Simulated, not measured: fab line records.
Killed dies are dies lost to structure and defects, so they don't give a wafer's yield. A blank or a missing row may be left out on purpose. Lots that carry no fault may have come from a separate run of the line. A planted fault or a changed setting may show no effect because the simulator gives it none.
Struck lot and sound lot, side by side | flow nand-harc | 15 steps out of a route of 1302
Sound: these wafers, L902.3, L902.4, L902.5. The struck wafers were L916.4, L916.5, L916.6. The cause is given at the end.
For every step that has rows: the tool of each side, followed by ch and its chambers, followed by its first start. Under that, the readings that differ: sound wafers | struck wafers | difference of the means | sigmas: that difference in standard deviations of wafers without a fault.
alike: words and numbers the same on both sides, and readings whose means are apart by under 2 such deviations; not compared: readings that were withheld, readings missing a value for some wafer, numbers with overlapping values and no deviation given by the record, and bounds like >300 which may hide the same value.
A row with sigmas, a row that says differs or no value, or rows on one side alone: a step with any of these is where the two part. Numbers that have no deviation but don't overlap get no sigmas and don't part them. A reading that every wafer of one side lacks parts them only if that side has two wafers or more.

first, 4 steps without rows for these wafers: NHARC_P_GATE_EBR_22; NHARC_P_GATE_EXPOSE_23 (exposes mask P GATE, target cd 120 nm); NHARC_P_GATE_PEB_24 (peb time 65 s); NHARC_P_GATE_DEVELOP_25 (develop time 35 s).
NHARC_P_GATE_CD_MEAS_26 targets a cd of 120 nm.
  sound on cd-sem-01 ch 0, day 8 03:24; struck on cd-sem-03 ch 0, day 13 12:25
  alike: cd-nm
NHARC_P_GATE_OVL_MEAS_27:
  sound on overlay-01, day 8 03:29; struck on overlay-01, day 13 12:30
  reading           | sound          | struck      | difference | sigmas
  overlay-x-nm (nm) | -0.4 -0.4 -0.3 | 0.3 1.2 1.6 | +1.4       | +2
  alike: overlay-y-nm
NHARC_P_GATE_INSPECT_28:
  sound on defect-inspect-02, day 8 03:31; struck on defect-inspect-01, day 13 12:32
  alike: raw-defect-count
NHARC_P_GATE_DESCUM_31: chemistry O2, time 3 s.
  sound on rie-diel-05 ch 1,3, day 8 03:35; struck on rie-diel-05 ch 0,1,2, day 13 12:38
  reading      | sound          | struck         | difference | sigmas
  rf-vpp-V (V) | 58.7 58.8 59.4 | 56.4 56.6 57.1 | -2.3       | -3
  alike: drypump-motor-current-A, oes-product-au, showerhead-plenum-p-Torr, throttle-valve-pct
  not compared: rf-hours-counter-h
NHARC_P_GATE_ETCH_104: etches the open film in CF4/CHF3, target depth 60 nm.
  sound on rie-diel-05 ch 0,1, day 8 03:40; struck on rie-diel-05 ch 0,1,2, day 13 12:43
  alike: bias-w, cf4-flow-sccm, drypump-motor-current-A, oes-product-au, rf-vpp-V, showerhead-plenum-p-Torr, throttle-valve-pct
NHARC_P_GATE_HM_OPEN_105: chemistry O2/COS, target depth 360 nm.
  sound on rie-diel-05 ch 0,2,3; struck on rie-diel-05 ch 0,1,2
  alike: bias-w, drypump-motor-current-A, oes-product-au, rf-vpp-V, showerhead-plenum-p-Torr, throttle-valve-pct
  not compared: rf-hours-counter-h
then, 1 step without rows for these wafers: NHARC_P_GATE_STRIP_106 (strips in O2/COS).
NHARC_P_GATE_ETCH_114: etches the open film in CF4/O2, target depth 30 nm, overetch 3 nm, time 16.5 s.
  sound on rie-diel-05 ch 1,2,3; struck on rie-diel-05 ch 0,1,2
  alike: bias-w, cf4-flow-sccm, drypump-motor-current-A, oes_f_703_au, oes-product-au, rf-vpp-V, showerhead-plenum-p-Torr, throttle-valve-pct
  not compared: rf-hours-counter-h
NHARC_P_GATE_ETCH_32: etches the open film in HBr/Cl2, target depth 150 nm, time 100.1 s.
  sound on rie-si-02 ch 0,3, day 8 04:02; struck on rie-si-02 ch 1,2, day 13 13:07
  no value came back on the struck wafers for any of 5 readings (bias-w (W), chamber-pressure-mTorr (mTorr) and others); on the sound wafers bias-w (W) reads 100.3 99.8 99.6
  not compared: rf-hours-counter-h
NHARC_P_GATE_STRIP_108: strips in O2.
  sound on rie-diel-03 ch 1,2,3, day 8 04:14; struck on rie-diel-10 ch 1,2, day 13 13:17
  alike: drypump-motor-current-A, oes-product-au, rf-vpp-V, showerhead-plenum-p-Torr, throttle-valve-pct
  not compared: rf-hours-counter-h
-- jump in the record: it breaks off in module P_GATE and resumes in module END (first step shown: number 1302 of the route), and 19 days separate the struck wafers' starts before and after --
NHARC_END_SORT_01:
  sound on prober-02 ch 0, day 27 15:13; struck on prober-02 ch 0, day 32 21:49
  reading             | sound    | struck      | difference | sigmas
  killed-at-periphery | 2 0 2    | 613 605 619 | +611       | +99 or more
  killed-dies         | 52 62 74 | 677 677 677 | +614       | +36
  alike: killed-at-array, killed-at-other, killed-open, killed-short

== WHERE THEY PART ==
Earliest at NHARC_P_GATE_OVL_MEAS_27; latest, in this record, at NHARC_END_SORT_01.

WHY: what the simulator had put in
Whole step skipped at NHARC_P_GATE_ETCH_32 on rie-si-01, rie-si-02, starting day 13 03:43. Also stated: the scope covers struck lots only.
